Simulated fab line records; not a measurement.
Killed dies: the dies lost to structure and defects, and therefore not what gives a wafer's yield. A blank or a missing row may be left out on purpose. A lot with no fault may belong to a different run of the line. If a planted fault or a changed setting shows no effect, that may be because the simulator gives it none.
Matching of chambers | flow n5Finfet | N5_MOL_CONTACT_COAG_DESCUM_88 on rieDiel-04 has 4 sister chambers
The step chemistry O2, time 7 s. 4 wafers are shown with their chamber, then 8 later ones without.

WAFERS PAIRED WITH THEIR CHAMBERS
wafer  | chamber | drypumpMotorCurrentA (A)
L084.3 | 3       | 6.2
L084.4 | 0       | 6.2
L084.5 | 1       | 5.4
L094.1 | 2       | 5.5

WAFERS WITH NO CHAMBER GIVEN
wafer  | drypumpMotorCurrentA (A)
L094.2 | 5.4
L094.4 | 6.2
L095.1 | 5.5
L095.4 | 6.2
L095.5 | 5.5
L097.1 | 6.1
L097.2 | 5.4
L097.6 | 6.2

WHICH CHAMBER EACH WENT THROUGH
wafer  | from the rows above     | in truth
L094.2 | 1                       | 1
L094.4 | can't be placed: 0 or 3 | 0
L095.1 | 2                       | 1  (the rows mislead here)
L095.4 | can't be placed: 0 or 3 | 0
L095.5 | 2                       | 2
L097.1 | can't be placed: 0 or 3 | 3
L097.2 | 1                       | 1
L097.6 | can't be placed: 0 or 3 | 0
Correctly placed: 3 of 8. These rows do not allow placing 4 (true chamber among the candidates in 4). Placed wrongly: 1.
How it was worked out, from the rows above alone: a wafer's distance from a chamber is the root of the sum, over the readings, of the square of ((its reading less the chamber's mean) divided by the reading's scatter). If the next closest chamber is less than 2 further off than the closest, the wafer can't be placed; otherwise it belongs to the closest. Each chamber's mean is taken over the wafers shown for it. The scatter: root of mean squared gap, hidden wafer to nearest shown wafer, with one shown wafer a chamber.
